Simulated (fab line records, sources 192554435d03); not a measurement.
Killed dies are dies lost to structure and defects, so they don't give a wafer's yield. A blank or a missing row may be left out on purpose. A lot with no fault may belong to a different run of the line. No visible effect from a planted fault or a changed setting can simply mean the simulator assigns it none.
The tool behind it: which one? + flow n5-finfet + 24 wafers from 8 lots sampled at 3 of the route's 1938 steps

== WHAT EACH GAUGE READ, for each wafer ==
N5_MOL_CONTACT_COAG_CD_MEAS_08: target cd 28 nm.
| lot  | measured     | on        | cd-nm (nm)        |
|------|--------------|-----------|-------------------|
| L401 | day 5 16:31  | cd-sem-02 | 27.69 27.50 27.64 |
| L405 | day 6 16:01  | cd-sem-01 | 28.04 28.33 28.04 |
| L406 | day 6 23:19  | cd-sem-03 | 28.02 28.25 28.06 |
| L412 | day 8 11:17  | cd-sem-02 | 25.37 25.56 25.67 |
| L413 | day 8 18:44  | cd-sem-03 | 25.80 26.28 26.53 |
| L415 | day 9 05:02  | cd-sem-02 | 28.22 28.47 28.53 |
| L416 | day 9 09:40  | cd-sem-01 | 28.01 28.01 28.31 |
| L420 | day 10 08:21 | cd-sem-02 | 28.07 28.24 28.29 |

== EACH LOT AND THE TOOL THAT RAN IT (in order: tool; ch and the chambers of the sampled wafers; start) ==
| lot  | N5_GATE_CUT_VAPOR_ETCH_48         | N5_MOL_CONTACT_COAG_EXPOSE_05     |
|------|-----------------------------------|-----------------------------------|
| L401 | rie-metal-01 ch 0,1, day 5 13:13  | euv-scanner-02 ch 0, day 5 16:23  |
| L405 | rie-metal-02 ch 0,1, day 6 12:56  | euv-scanner-02 ch 0, day 6 15:54  |
| L406 | rie-metal-01 ch 1, day 6 20:14    | euv-scanner-02 ch 0, day 6 23:12  |
| L412 | rie-metal-01 ch 0,1, day 8 08:11  | euv-scanner-02 ch 0, day 8 11:10  |
| L413 | rie-metal-01 ch 0,1, day 8 14:23  | euv-scanner-02 ch 0, day 8 18:37  |
| L415 | rie-metal-03 ch 0,1, day 9 01:56  | euv-scanner-01 ch 0, day 9 04:55  |
| L416 | rie-metal-02 ch 0,1, day 9 06:16  | euv-scanner-01 ch 0, day 9 09:32  |
| L420 | rie-metal-01 ch 0,1, day 10 05:08 | euv-scanner-01 ch 0, day 10 08:14 |
- N5_GATE_CUT_VAPOR_ETCH_48: etches TiN in BCl3/Cl2.
- N5_MOL_CONTACT_COAG_EXPOSE_05: exposes mask CA, defocus 0 nm.

== THE ANSWER, worked out from the rows above alone ==
Rule: usual is defined by the lots themselves. The widest of any qualifying gaps counts: lots, ordered by their means at a reading, are off when they make up no more than a third of the lots, leave a main group of 4 or more, and stand apart from it by 3 or more times the standard deviation of that group's means. If all means in a main group match to the digits the tables above print for the reading, that group is not used. A lot without any number at a reading at which 4 lots or more have one is off too. Where the step has rows for the other lots, those lots are counted as sound.
Off at N5_MOL_CONTACT_COAG_CD_MEAS_08 (cd-nm): L412, L413. Main group: mean 28.10 nm, sd 0.24.
A tool fits if, at a process step before that reading, it ran every lot that is off, and no sound lot after the first of them. The gauges at N5_MOL_CONTACT_COAG_CD_MEAS_08 are tried like those tools. One fits: N5_MOL_CONTACT_COAG_EXPOSE_05 on euv-scanner-02. A fault onset in the window from L406 (day 6 23:12, its last sound lot) to L412 (day 8 11:10, its first lot off) fits.

== WHAT WAS PUT IN BY THE SIMULATOR ==
Process parameters drifting: euv-scanner-02 at N5_MOL_CONTACT_COAG_EXPOSE_05, beginning at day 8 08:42. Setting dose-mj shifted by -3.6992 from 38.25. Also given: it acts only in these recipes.
Lots struck among those shown: L412, L413. The rule given above showed the same thing.
